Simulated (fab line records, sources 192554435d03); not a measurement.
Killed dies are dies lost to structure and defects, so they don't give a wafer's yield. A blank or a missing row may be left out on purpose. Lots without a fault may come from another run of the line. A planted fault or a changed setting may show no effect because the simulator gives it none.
Split-lot experiment | flow n5_finfet | 7 lots, 21 wafers read, on a route of 1938 steps

THE SPLIT
At N5_BEOL_M2_COAT_22 (resist thk 30 nm), the setting spin_rpm was moved away from the recipe's 1500 rpm on 10 of the 21 wafers read, by -10.2% to +10.1%. The other wafers ran this setting at the recipe's value.

FROM THE SPLIT TO THE READING: what the file shows between them, 4 steps
- N5_BEOL_M2_EBR_24
- N5_BEOL_M2_SOFTBAKE_23: time 60 s
- N5_BEOL_M2_EXPOSE_25: exposes mask V1, defocus 5 nm
- N5_BEOL_M2_PEB_26: peb time 60 s

THE READING
CAR-EUV_of_BEOL_M2_COAT_22.thk_nm (the simulator's own value, which no gauge read), in nm, at N5_BEOL_M2_DEVELOP_27 (develop time 30 s). The file gives no usual value for it. The 11 wafers here that ran the recipe average 29.5 nm, standard deviation 0.089 nm.

wafer  | tool, chamber at the split | spin_rpm as run, rpm | against the recipe | CAR-EUV_of_BEOL_M2_COAT_22.thk_nm, nm | against lot-mates on the recipe
L076.2 | litho_track-03, 0          | 1500                 | recipe             | 29.4                                  | -
L076.3 | litho_track-03, 0          | 1500                 | recipe             | 29.4                                  | -
L076.4 | litho_track-03, 0          | 1500                 | recipe             | 29.4                                  | -
L081.1 | litho_track-05, 0          | 1548                 | +3.2%              | 29                                    | -0.4
L081.4 | litho_track-05, 0          | 1548                 | +3.2%              | 29                                    | -0.4
L081.5 | litho_track-05, 0          | 1500                 | recipe             | 29.4                                  | -
L083.1 | litho_track-05, 0          | 1500                 | recipe             | 29.4                                  | -
L083.2 | litho_track-05, 0          | 1639                 | +9.3%              | 28.2                                  | -1.2
L083.5 | litho_track-05, 0          | 1639                 | +9.3%              | 28                                    | -1.4
L090.4 | litho_track-04, 0          | 1500                 | recipe             | 29.6                                  | -
L090.5 | litho_track-04, 0          | 1641                 | +9.4%              | 28.2                                  | -1.4
L090.6 | litho_track-04, 0          | 1641                 | +9.4%              | 28.2                                  | -1.4
L091.1 | litho_track-05, 0          | 1500                 | recipe             | 29.4                                  | -
L091.3 | litho_track-05, 0          | 1652                 | +10.1%             | 28                                    | -1.4
L091.6 | litho_track-05, 0          | 1652                 | +10.1%             | 28                                    | -1.4
L093.1 | litho_track-04, 0          | 1500                 | recipe             | 29.4                                  | -
L093.3 | litho_track-04, 0          | 1500                 | recipe             | 29.4                                  | -
L093.6 | litho_track-04, 0          | 1500                 | recipe             | 29.6                                  | -
L095.1 | litho_track-04, 0          | 1500                 | recipe             | 29.6                                  | -
L095.5 | litho_track-04, 0          | 1347                 | -10.2%             | 31.2                                  | +1.6
L095.6 | litho_track-04, 0          | 1347                 | -10.2%             | 31.4                                  | +1.8

THE FIT
A straight line over all 21 wafers: CAR-EUV_of_BEOL_M2_COAT_22.thk_nm changes by -0.156 nm for each +1% of spin_rpm; r = -0.99; the points scatter about the line by 0.13 nm.
The same after taking each lot's own level away (the mean of its wafers on the recipe; 21 wafers): -0.151 nm for each +1%; r = -1.00; scatter 0.086 nm.
On that fit, the largest move of spin_rpm shifts the reading by 1.5 nm.
The lots' own levels span 29.40 to 29.60 nm, that is 2.2 times the standard deviation above.
So the lot-to-lot level changes the slope little: the two slopes agree.
Check: with one of the wafers moved furthest among these (-10.2%) left out of the fit, the line predicts +1.58 nm for it against its lot-mates. It came out at +1.6 nm against them.

OTHER SPLITS ON THESE WAFERS
These wafers also went through other splits before the reading. Each is held against what the fit with the lots' levels taken away leaves over:
other split on the same wafers | wafers away from the commonest value | r with CAR-EUV_of_BEOL_M2_COAT_22.thk_nm (lot level and that fit taken away)
N5_BEOL_M2_DESCUM_16 time_s    | 7                                    | -0.08

THE WHOLE CHAIN: every reading that the file lists as answering this split, in the file's order
step                  | what it does      | reading                                                                            | change (the file's fit)               | r (the file's)
N5_BEOL_M2_COAT_22    | resist thk 30 nm  | CAR-EUV_of_BEOL_M2_COAT_22.thk_nm (the simulator's own value, which no gauge read) | -0.138 nm for each +1% of the setting | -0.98
N5_BEOL_M2_DEVELOP_27 | develop time 30 s | CAR-EUV_of_BEOL_M2_COAT_22.thk_nm (the simulator's own value, which no gauge read) | -0.148 nm for each +1% of the setting | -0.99

THE FILE'S OWN FIT
CAR-EUV_of_BEOL_M2_COAT_22.thk_nm changes by -0.148 nm for each +1% of spin_rpm, r = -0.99.
